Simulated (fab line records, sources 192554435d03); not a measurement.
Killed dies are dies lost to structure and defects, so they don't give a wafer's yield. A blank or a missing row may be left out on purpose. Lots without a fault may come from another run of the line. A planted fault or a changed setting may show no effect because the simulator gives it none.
fab line records | flow n5_finfet
record lots=4 wafers=11 last_day=16
route steps=1938 shown PMOS_HMC_CHANNEL_EPI@58 FIN_SAQP@90 BEOL_M4@1111 PASSIVATION@1936
lots that met no fault: from a run of the same line without faults
start_h: hours from the record's first day to the start of the lot's first wafer shown | wait_h: hours since the lot's step before | " the same as in the row above | L1.1+2: a row that stands for several wafers | - no value, or no start given | * or withheld: withheld | < > ~ a bound
route shown NAME@n: a module of which the file shows steps, and the number in the route of the first | usual: mean/standard deviation of fault-free wafers | same: alike in all rows | chamber/n: place in a boat | sites: the reading at each site | _std_site: their standard deviation | _edge_site: outer sites' mean less inner sites' | radius_mm: how far each site lies from the wafer's centre | mask NAME#n: copy n | behind: the tool/chamber that last shaped the wafer | hold: why the lot was held/for how many hours/how that ended | device: the transistor (n, p or np) that didn't switch | end of line: the same wafers' tests at the end of the route | a step without rows: its recipe alone | killed: dies lost to structure and defects at the first sort, not the wafer's yield | map: a wafer's dies, x killed, . not, _ none there
set.NAME: the setting as run; set.NAME@STEP: as run at that earlier step | model.NAME: the simulator's own value behind a step, which no gauge read
lots at some steps of the route; a table a step, a row a wafer
services: from which hour (start_h, from the record's first day; less than 0 if before it) a tool's chamber was out of use, for how many hours, and why
## steps
# step N5_PMOS_HMC_CHANNEL_EPI_COAT_31
# recipe resist=BARC temp_c=205 time_s=60 spin_rpm=1500 resist_thk_nm=66
# step N5_PMOS_HMC_CHANNEL_EPI_COAT_03
# recipe resist=CAR-ArF-block spin_rpm=1500 resist_thk_nm=205
# step N5_PMOS_HMC_CHANNEL_EPI_EBR_05
# recipe solvent=PGMEA ebr_width_mm=1.5
# step N5_PMOS_HMC_CHANNEL_EPI_SOFTBAKE_04
# recipe temp_c=110 time_s=60 resist=CAR-ArF-block
# step N5_PMOS_HMC_CHANNEL_EPI_EXPOSE_06
# recipe mask_id=PMOS_HMC_BLK na=1.35 source_shape=conventional sigma_outer=0.8 polarization=unpolarized target_cd_nm=240 dose_mj=41
# step N5_PMOS_HMC_CHANNEL_EPI_PEB_07
# recipe peb_temp_c=110 peb_time_s=60 resist=CAR-ArF-block
# step N5_PMOS_HMC_CHANNEL_EPI_DEVELOP_08
# recipe develop_time_s=30 developer=TMAH resist=CAR-ArF-block dev_temp_c=23 rinse_liquid=diw dry=air_spin
# step N5_PMOS_HMC_CHANNEL_EPI_DESCUM_14
# recipe chemistry=O2 time_s=7.9 source_power_w=50 bias_power_w=20 pressure_mtorr=20 rf_frequency_hz=2.712e+07 temp_c=40 resist=CAR-ArF-block o2_flow_sccm=225
# step N5_PMOS_HMC_CHANNEL_EPI_ETCH_32
# recipe chemistry=N2/H2 target=BARC stop_on=SiO2 target_depth_a=858 over_etch_frac=0.3 time_s=50.3 ion_energy_ev=200 mask_material=CAR-ArF-block pressure_mtorr=30 source_w=840 bias_w=150 n2_flow_sccm=200 h2_flow_sccm=200
# step N5_PMOS_HMC_CHANNEL_EPI_HM_OPEN_15
# recipe chemistry=CHF3/O2 target=SiO2 mask_material=CAR-ArF-block target_depth_a=406 CHF3_flow_sccm=50 O2_flow_sccm=5 Ar_flow_sccm=200 time_s=20.3 pressure_mtorr=30 source_w=650 bias_w=170 ion_energy_ev=200
# usual drypump_motor_current_A=5.9/0.47 oes_product_au=0.79/0.086 rf_fwd_power_W=645.4/2 rf_vpp_V=517/17 showerhead_plenum_p_Torr=2.39/0.058 throttle_valve_pct=18.82/0.23
# columns lot.wafer tool chamber start_h wait_h drypump_motor_current_A oes_product_au rf_fwd_power_W rf_hours_counter_h rf_vpp_V showerhead_plenum_p_Torr throttle_valve_pct model.CAR-ArF-block_of_PMOS_HMC_CHANNEL_EPI_COAT_03.thk_nm model.etch.depth_nm
L388.1 rie_diel-05 3 30.76 0.0 5.4 0.69 647.0 230 526 2.47 19.05 88.66 40.26
L388.2 " 1 " " 5.5 0.89 649.6 9 522 2.47 18.55 96.31 38.8
L388.3 " 2 " " 5.7 0.97 644.0 3 531 2.45 18.30 92.27 40.04
L399.2 rie_diel-05 2 95.37 0.0 5.7 0.73 644.6 20 531 2.44 18.29 106.6 27.4
L399.6 " 0 " " 6.4 0.65 641.8 - 494 2.34 18.88 102.4 27.48
L400.1 rie_diel-05 1 101.43 0.0 5.4 0.85 647.1 29 524 2.46 18.60 96.12 39.17
L400.2 " 2 " " 5.7 0.73 645.3 21 529 2.44 18.30 105.9 27.46
L400.3 " 0 " " 6.4 0.80 646.7 77 494 2.34 18.94 89.8 40.53
L405.1 rie_diel-03 1 131.65 0.0 4.7 0.92 643.6 14 516 2.36 18.90 88.01 41.2
L405.3 " 2 " " 5.2 0.74 646.5 183 538 2.40 19.03 88.98 41.17
L405.6 " 1 " " 4.7 0.93 645.0 - 515 2.36 18.89 90.14 41.21
# step N5_PMOS_HMC_CHANNEL_EPI_STRIP_33
# recipe chemistry=N2/H2 power_w=500 temp_c=40 pressure_mtorr=50 rf_frequency_hz=6e+07 overash_fraction=0.3 bias_power_w=8 h2_frac=0.5 n2_flow_sccm=300 h2_flow_sccm=300
# step N5_PMOS_HMC_CHANNEL_EPI_STRIP_17
# recipe chemistry=SPM time_s=750 temp_c=130 h2so4_h2o2_vol_ratio=4 dry=ipa_marangoni
# step N5_PMOS_HMC_CHANNEL_EPI_ETCH_38
# recipe chemistry=CF4 target=SiO2 target_depth_a=15 ion_energy_ev=350 pressure_mtorr=10 icp_w=800 bias_w=400 cf4_flow_sccm=80
# step N5_PMOS_HMC_CHANNEL_EPI_FIN_RECESS_16
# recipe chemistry=HBr/Cl2 target=Si mask_material=SiO2 target_depth_a=540 time_s=18 pressure_mtorr=10 icp_w=800 bias_w=75 HBr_flow_sccm=150 Cl2_flow_sccm=80
# step N5_PMOS_HMC_CHANNEL_EPI_PRECLEAN_36
# recipe chemistry=O3/DIW time_s=45 temp_c=22 o3_ppm=10
# step N5_PMOS_HMC_CHANNEL_EPI_PRECLEAN_18
# recipe chemistry=DHF time_s=30 temp_c=25 dilution=withheld
# step N5_PMOS_HMC_CHANNEL_EPI_SRD_19
# recipe dry=ipa_marangoni do_ppb=5 time_s=30 temp_c=23 rinse_liquid=diw
# step N5_PMOS_HMC_CHANNEL_EPI_EPI_20
# recipe material=SiGe30 mask_material=SiO2 pressure_torr=20 target_thk_a=590 temp_c=600
# step N5_PMOS_HMC_CHANNEL_EPI_HM_STRIP_35
# recipe chemistry=dHF temp_c=25 material=SiO2 target=SiO2 target_depth_a=396 time_s=216
# step N5_PMOS_HMC_CHANNEL_EPI_SRD_39
# recipe dry=ipa_marangoni time_s=30 temp_c=23 rinse_liquid=diw
# step N5_PMOS_HMC_CHANNEL_EPI_CMP_21
# recipe material=SiGe30 post_cmp_clean=alkaline_brush target_thk_nm=54
# step N5_PMOS_HMC_CHANNEL_EPI_PRECLEAN_40
# recipe chemistry=DHF time_s=30 temp_c=25 dilution=withheld
# step N5_PMOS_HMC_CHANNEL_EPI_PRECLEAN_37
# recipe chemistry=O3/DIW time_s=45 temp_c=22 o3_ppm=10
# step N5_PMOS_HMC_CHANNEL_EPI_PRECLEAN_24
# recipe chemistry=DHF time_s=30 temp_c=25 dilution=withheld
# step N5_PMOS_HMC_CHANNEL_EPI_SRD_25
# recipe dry=ipa_marangoni do_ppb=5 time_s=30 temp_c=23 rinse_liquid=diw
# step N5_PMOS_HMC_CHANNEL_EPI_EPI_26
# recipe material=Si target_thk_a=38 temp_c=650 precursor=SiH4/H2 pressure_torr=20 time_s=22.7
# step N5_FIN_SAQP_PRECLEAN_42
# recipe chemistry=O3/DIW time_s=60 temp_c=22 o3_ppm=10
# step N5_FIN_SAQP_PRECLEAN_00
# recipe chemistry=SC1 time_s=60 temp_c=55 mix=1:2:50
# step N5_FIN_SAQP_PRECLEAN_44
# recipe chemistry=SC2 time_s=45 temp_c=35 mix=1:1:50
# step N5_FIN_SAQP_SRD_01
# recipe dry=ipa_marangoni time_s=30 temp_c=23 rinse_liquid=diw
# step N5_FIN_SAQP_ALD_61
# recipe material=SiO2 target_thk_a=40 temp_c=300 ald_precursor_family=BDEAS ald_co_reactant=O2-plasma pulse_time_s=1 purge_time_s=2 co_reactant_purge_time_s=2 ald_cycles=43 pressure_torr=2
# step N5_FIN_SAQP_DENSIFY_62
# recipe temp_c=700 time_s=60 ambient=N2 idle_temp_c=600 ramp_up_c_per_s=150 ramp_down_c_per_s=60 cool_to_c=600
# step N5_FIN_SAQP_HM_DEP_03
# recipe material=SiNx target_thk_a=380 temp_c=400 precursor=SiH4/NH3/N2 pressure_torr=1.5 rf_w=300 time_s=33.6
# step N5_FIN_SAQP_PECVD_47
# recipe material=a-Si target_thk_a=450 temp_c=400 precursor=SiH4/He pressure_torr=3 rf_w=100 time_s=36.3
# step N5_FIN_SAQP_PECVD_48
# recipe material=SiNx target_thk_a=250 temp_c=400 precursor=SiH4/NH3/N2 pressure_torr=1.5 rf_w=300 time_s=22.1
# step N5_BEOL_M4_RC_MEAS_101
# usual DIBL_N=37.3/2.3 DIBL_P=37.4/2.9 IOFF_N=0.18/0.045 IOFF_P=0.25/0.054 ION_N=679/15 ION_P=468/9.7 SS_N=71.8/0.62 SS_P=73.6/0.76 VT_N=248/4.1 VT_P=-248/3.6
# columns lot.wafer tool chamber start_h wait_h DIBL_N[mV/V] DIBL_P[mV/V] IOFF_N[nA/um] IOFF_P[nA/um] ION_N[uA/um] ION_P[uA/um] SS_N[mV/dec] SS_P[mV/dec] VT_N[mV] VT_P[mV]
L388.1 prober-02 0 189.47 0.0 35.9 35.3 0.17 0.23 682 465 71.6 73.5 248 -248
L388.2 " 0 " " 37.1 38.7 0.20 0.29 701 480 72.1 74.0 245 -244
L388.3 " 0 " " 35.6 35.6 0.16 0.22 678 465 71.3 73.4 250 -248
L400.1 prober-01 0 241.89 0.0 39.3 41.0 0.21 0.29 693 479 72.9 74.2 247 -246
L400.3 " 0 " " 36.3 36.9 0.14 0.21 662 460 72.1 73.8 253 -251
L405.1 prober-02 0 274.50 0.0 37.5 36.1 0.14 0.21 661 460 71.6 73.9 252 -252
L405.3 " 0 " " 37.7 35.9 0.15 0.21 648 447 72.1 73.1 256 -251
L405.6 " 0 " " 37.0 35.5 0.14 0.21 665 464 71.4 73.7 252 -252
# step N5_PASSIVATION_PROBE_49
# usual defect_limited_yield=91.3/1.5 killed_at_M0_to_M3=35/8.7 killed_at_M4_up=14/5.5 killed_at_contacts=11/5.6 killed_at_front_end=39/13 killed_at_other=3.7/2.2 killed_dies=103/18 killed_on_rim=14/4.4 killed_open=69/14 killed_short=33/7.8 sort_bin_5_function=5.1/0.99 sort_bin_6_memory=3.3/0.67 sort_bin_8_speed=0.02/0.17 sort_n_pass=1077/18 sort_yield_pct=91.2/1.5
# same gross_dies=1180 killed_at_back_side=0 sort_bin_4_leakage[%]=0
# columns lot.wafer tool chamber start_h wait_h defect_limited_yield[%] killed_at_M0_to_M3 killed_at_M4_up killed_at_contacts killed_at_front_end killed_at_other killed_dies killed_on_rim killed_open killed_short sort_bin_5_function[%] sort_bin_6_memory[%] sort_bin_8_speed[%] sort_n_pass sort_yield_pct[%]
L388.1 prober-01 - 294.05 0.0 93.1 33 11 10 23 4 81 14 51 29 3.7 2.8 0.08 1099 93.1
L388.2 prober-01 - 294.10 0.1 88.0 45 6 17 71 3 142 15 90 51 7.0 4.4 0 1038 88.0
L388.3 prober-01 - 294.15 0.1 90.4 28 16 10 52 7 113 14 66 47 5.8 3.5 0 1067 90.4
L400.1 prober-02 - 350.78 0.0 90.2 46 7 7 52 4 116 18 80 36 5.4 4.0 0 1064 90.2
L400.2 prober-02 - 350.83 0.1 0 50 17 12 1100 1 1180 152 86 35 96.0 3.7 0 0 0
L400.3 prober-02 - 350.88 0.1 88.7 47 10 7 68 1 133 19 91 40 6.4 4.3 0 1047 88.7
L399.2 prober-02 - 359.63 0.1 0 30 19 18 1108 5 1180 152 65 44 96.9 2.9 0 0 0
L399.6 prober-02 - 359.83 0.3 0 36 10 7 1120 7 1180 152 64 39 97.2 2.5 0 0 0
L405.1 prober-02 - 381.72 0.0 90.7 37 5 15 51 2 110 24 83 24 5.7 3.4 0 1070 90.7
L405.3 prober-02 - 381.82 0.1 90.4 37 17 10 44 5 113 13 68 44 5.0 4.1 0 1067 90.4
L405.6 prober-02 - 381.97 0.3 88.2 58 21 11 46 3 139 13 100 34 6.8 4.3 0 1041 88.2
# killed by level:class
L388.1 BEOL_M0_SAQP:geometric_particle:short=13 BEOL_M0_SAQP:geometric_particle:open=8 FIN_SAQP:geometric_particle:open=6 STI_FIN_REVEAL:geometric_particle:open=6 MOL_CONTACT_COAG:geometric_particle:open=6 BEOL_M3:geometric_particle:open=5 GATE_CUT:geometric_particle:short=4 MOL_CONTACT_COAG:geometric_particle:short=4
L388.2 BEOL_M0_SAQP:geometric_particle:short=16 FIN_SAQP:geometric_particle:open=13 STI_FIN_REVEAL:geometric_particle:open=13 MOL_CONTACT_COAG:geometric_particle:open=13 FIN_SAQP:geometric_particle:short=12 BEOL_M3:geometric_particle:open=9 BEOL_M0_SAQP:geometric_particle:open=7 STARTING-WAFER:geometric_particle:short=7
L388.3 FIN_SAQP:geometric_particle:short=10 FIN_SAQP:geometric_particle:open=10 BEOL_M0_SAQP:geometric_particle:short=10 GATE_CUT:geometric_particle:short=9 MOL_CONTACT_COAG:geometric_particle:open=9 GATE_CUT:geometric_particle:open=6 BEOL_M0_SAQP:geometric_particle:open=5 BEOL_M3:geometric_particle:open=5
L400.1 BEOL_M2:geometric_particle:open=18 BEOL_M3:geometric_particle:open=13 STI_FIN_REVEAL:geometric_particle:open=9 FIN_SAQP:geometric_particle:short=7 FIN_SAQP:geometric_particle:open=6 GATE_CUT:geometric_particle:short=6 BEOL_M0_SAQP:geometric_particle:open=5 DUMMY_GATE:geometric_particle:open=4
L400.2 PMOS_HMC_CHANNEL_EPI:area_open=1057 BEOL_M0_SAQP:geometric_particle:open=14 BEOL_M3:geometric_particle:open=11 MOL_CONTACT_COAG:geometric_particle:open=10 FIN_SAQP:geometric_particle:open=7 FIN_SAQP:geometric_particle:short=7 STI_FIN_REVEAL:geometric_particle:open=6 BEOL_M0_SAQP:geometric_particle:short=6
L400.3 BEOL_M2:geometric_particle:open=13 BEOL_M0_SAQP:geometric_particle:open=13 FIN_SAQP:geometric_particle:open=12 BEOL_M0_SAQP:geometric_particle:short=11 ILD0:geometric_particle:short=9 FIN_SAQP:geometric_particle:short=8 STI_FIN_REVEAL:geometric_particle:open=8 DUMMY_GATE:geometric_particle:open=8
L399.2 PMOS_HMC_CHANNEL_EPI:area_open=1071 MOL_CONTACT_COAG:geometric_particle:open=13 BEOL_M0_SAQP:geometric_particle:short=11 BEOL_M4:geometric_particle:open=10 FIN_SAQP:geometric_particle:short=9 FIN_SAQP:geometric_particle:open=7 BEOL_M0_SAQP:geometric_particle:open=7 DUMMY_GATE:geometric_particle:open=5
L399.6 PMOS_HMC_CHANNEL_EPI:area_open=1076 FIN_SAQP:geometric_particle:open=13 FIN_SAQP:geometric_particle:short=11 BEOL_M0_SAQP:geometric_particle:open=7 BEOL_M1:geometric_particle:open=6 STI_FIN_REVEAL:geometric_particle:open=5 MOL_CONTACT_COAG:geometric_particle:open=5 BEOL_M0_SAQP:geometric_particle:short=5
L405.1 STI_FIN_REVEAL:geometric_particle:open=16 MOL_CONTACT_COAG:geometric_particle:open=14 BEOL_M3:geometric_particle:open=11 BEOL_M2:geometric_particle:open=10 FIN_SAQP:geometric_particle:open=9 ILD0:geometric_particle:open=5 DUMMY_GATE:geometric_particle:open=4 ILD0:geometric_particle:short=4
L405.3 BEOL_M3:geometric_particle:open=12 BEOL_M2:geometric_particle:open=10 ILD0:geometric_particle:short=7 MOL_CONTACT_COAG:geometric_particle:open=7 STI_FIN_REVEAL:geometric_particle:open=6 BEOL_M4:geometric_particle:short=6 DUMMY_GATE:geometric_particle:open=5 DUMMY_GATE:geometric_particle:short=5
L405.6 BEOL_M3:geometric_particle:open=13 BEOL_M1:geometric_particle:open=13 BEOL_M0_SAQP:geometric_particle:open=11 STI_FIN_REVEAL:geometric_particle:open=10 MOL_CONTACT_COAG:geometric_particle:open=10 BEOL_M0_SAQP:geometric_particle:short=9 BEOL_M2:geometric_particle:open=6 ILD0:geometric_particle:short=5
# map L399.2 (x killed, . not)
_________________xxxxxxxxxxxx________________
______________xxxxxxxxxxxxxxxxxx_____________
___________xxxxxxxxxxxxxxxxxxxxxxxx__________
__________xxxxxxxxxxxxxxxxxxxxxxxxxx_________
________xxxxxxxxxxxxxxxxxxxxxxxxxxxxxx_______
_______xxxxxxxxxxxxxxxxxxxxxxxxxxxxxxxx______
______xxxxxxxxxxxxxxxxxxxxxxxxxxxxxxxxxx_____
_____xxxxxxxxxxxxxxxxxxxxxxxxxxxxxxxxxxxx____
____xxxxxxxxxxxxxxxxxxxxxxxxxxxxxxxxxxxxxx___
___xxxxxxxxxxxxxxxxxxxxxxxxxxxxxxxxxxxxxxxx__
___xxxxxxxxxxxxxxxxxxxxxxxxxxxxxxxxxxxxxxxx__
__xxxxxxxxxxxxxxxxxxxxxxxxxxxxxxxxxxxxxxxxxx_
__xxxxxxxxxxxxxxxxxxxxxxxxxxxxxxxxxxxxxxxxxx_
_xxxxxxxxxxxxxxxxxxxxxxxxxxxxxxxxxxxxxxxxxxxx
_xxxxxxxxxxxxxxxxxxxxxxxxxxxxxxxxxxxxxxxxxxxx
_xxxxxxxxxxxxxxxxxxxxxxxxxxxxxxxxxxxxxxxxxxxx
_xxxxxxxxxxxxxxxxxxxxxxxxxxxxxxxxxxxxxxxxxxxx
_xxxxxxxxxxxxxxxxxxxxxxxxxxxxxxxxxxxxxxxxxxxx
_xxxxxxxxxxxxxxxxxxxxxxxxxxxxxxxxxxxxxxxxxxxx
_xxxxxxxxxxxxxxxxxxxxxxxxxxxxxxxxxxxxxxxxxxxx
_xxxxxxxxxxxxxxxxxxxxxxxxxxxxxxxxxxxxxxxxxxxx
__xxxxxxxxxxxxxxxxxxxxxxxxxxxxxxxxxxxxxxxxxx_
__xxxxxxxxxxxxxxxxxxxxxxxxxxxxxxxxxxxxxxxxxx_
___xxxxxxxxxxxxxxxxxxxxxxxxxxxxxxxxxxxxxxxx__
___xxxxxxxxxxxxxxxxxxxxxxxxxxxxxxxxxxxxxxxx__
____xxxxxxxxxxxxxxxxxxxxxxxxxxxxxxxxxxxxxx___
_____xxxxxxxxxxxxxxxxxxxxxxxxxxxxxxxxxxxx____
______xxxxxxxxxxxxxxxxxxxxxxxxxxxxxxxxxx_____
_______xxxxxxxxxxxxxxxxxxxxxxxxxxxxxxxx______
________xxxxxxxxxxxxxxxxxxxxxxxxxxxxxx_______
__________xxxxxxxxxxxxxxxxxxxxxxxxxx_________
___________xxxxxxxxxxxxxxxxxxxxxxxx__________
______________xxxxxxxxxxxxxxxxxx_____________
_________________xxxxxxxxxxxx________________
# map L400.2 (x killed, . not)
_________________xxxxxxxxxxxx________________
______________xxxxxxxxxxxxxxxxxx_____________
___________xxxxxxxxxxxxxxxxxxxxxxxx__________
__________xxxxxxxxxxxxxxxxxxxxxxxxxx_________
________xxxxxxxxxxxxxxxxxxxxxxxxxxxxxx_______
_______xxxxxxxxxxxxxxxxxxxxxxxxxxxxxxxx______
______xxxxxxxxxxxxxxxxxxxxxxxxxxxxxxxxxx_____
_____xxxxxxxxxxxxxxxxxxxxxxxxxxxxxxxxxxxx____
____xxxxxxxxxxxxxxxxxxxxxxxxxxxxxxxxxxxxxx___
___xxxxxxxxxxxxxxxxxxxxxxxxxxxxxxxxxxxxxxxx__
___xxxxxxxxxxxxxxxxxxxxxxxxxxxxxxxxxxxxxxxx__
__xxxxxxxxxxxxxxxxxxxxxxxxxxxxxxxxxxxxxxxxxx_
__xxxxxxxxxxxxxxxxxxxxxxxxxxxxxxxxxxxxxxxxxx_
_xxxxxxxxxxxxxxxxxxxxxxxxxxxxxxxxxxxxxxxxxxxx
_xxxxxxxxxxxxxxxxxxxxxxxxxxxxxxxxxxxxxxxxxxxx
_xxxxxxxxxxxxxxxxxxxxxxxxxxxxxxxxxxxxxxxxxxxx
_xxxxxxxxxxxxxxxxxxxxxxxxxxxxxxxxxxxxxxxxxxxx
_xxxxxxxxxxxxxxxxxxxxxxxxxxxxxxxxxxxxxxxxxxxx
_xxxxxxxxxxxxxxxxxxxxxxxxxxxxxxxxxxxxxxxxxxxx
_xxxxxxxxxxxxxxxxxxxxxxxxxxxxxxxxxxxxxxxxxxxx
_xxxxxxxxxxxxxxxxxxxxxxxxxxxxxxxxxxxxxxxxxxxx
__xxxxxxxxxxxxxxxxxxxxxxxxxxxxxxxxxxxxxxxxxx_
__xxxxxxxxxxxxxxxxxxxxxxxxxxxxxxxxxxxxxxxxxx_
___xxxxxxxxxxxxxxxxxxxxxxxxxxxxxxxxxxxxxxxx__
___xxxxxxxxxxxxxxxxxxxxxxxxxxxxxxxxxxxxxxxx__
____xxxxxxxxxxxxxxxxxxxxxxxxxxxxxxxxxxxxxx___
_____xxxxxxxxxxxxxxxxxxxxxxxxxxxxxxxxxxxx____
______xxxxxxxxxxxxxxxxxxxxxxxxxxxxxxxxxx_____
_______xxxxxxxxxxxxxxxxxxxxxxxxxxxxxxxx______
________xxxxxxxxxxxxxxxxxxxxxxxxxxxxxx_______
__________xxxxxxxxxxxxxxxxxxxxxxxxxx_________
___________xxxxxxxxxxxxxxxxxxxxxxxx__________
______________xxxxxxxxxxxxxxxxxx_____________
_________________xxxxxxxxxxxx________________
## services
# columns tool chamber start_h hours kind
rie_diel-05 2 21.66 3.6 repair
rie_diel-03 1 58.48 - clean
rie_diel-03 1 58.48 - consumable_replace:focus_ring
rie_diel-03 1 58.48 21.5 scheduled_down
rie_diel-03 1 58.48 21.5 vent_cycle
rie_diel-03 3 80.31 - clean
rie_diel-03 3 80.31 - consumable_replace:focus_ring
rie_diel-03 3 80.31 15.6 scheduled_down
rie_diel-03 3 80.31 15.6 vent_cycle
rie_diel-05 2 84.23 6.4 repair
rie_diel-05 3 98.65 - clean
rie_diel-05 3 98.65 - consumable_replace:focus_ring
rie_diel-05 3 98.65 14.6 scheduled_down
rie_diel-05 3 98.65 14.6 vent_cycle
rie_diel-03 3 101.94 3.8 repair
rie_diel-03 3 130.46 6.6 repair
## key
first_sign step=N5_PASSIVATION_PROBE_49 reading=sort_bin_5_function direction=up sigmas=93 usual=5.1 struck=96.7
effect step=N5_PASSIVATION_PROBE_49 reading=killed_at_front_end direction=up sigmas=84 usual=39 struck=1109
model_effect step=N5_PMOS_HMC_CHANNEL_EPI_HM_OPEN_15 value=CAR-ArF-block_of_PMOS_HMC_CHANNEL_EPI_COAT_03.thk_nm without=91.85 struck=105
more_kills_born_at N5_PMOS_HMC_CHANNEL_EPI_HM_OPEN_15@rie_diel-05=3204
met_at N5_PMOS_HMC_CHANNEL_EPI_HM_OPEN_15
struck_wafers L399.2,L399.6,L400.2
later_rows_left_out L399.2,L399.6,L400.2
onset_between 30.76 95.37
fault kind=process_parameter_drift tool=rie_diel-05 chamber=- onset_h=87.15 steps=N5_PMOS_HMC_CHANNEL_EPI_HM_OPEN_15 channel=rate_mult offset=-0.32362 shape=step end_h=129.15 scope=struck_wafers_only
# later_rows_left_out: the simulator's readings of these wafers behind a module that went badly wrong aren't trusted and aren't shown, but for the sort
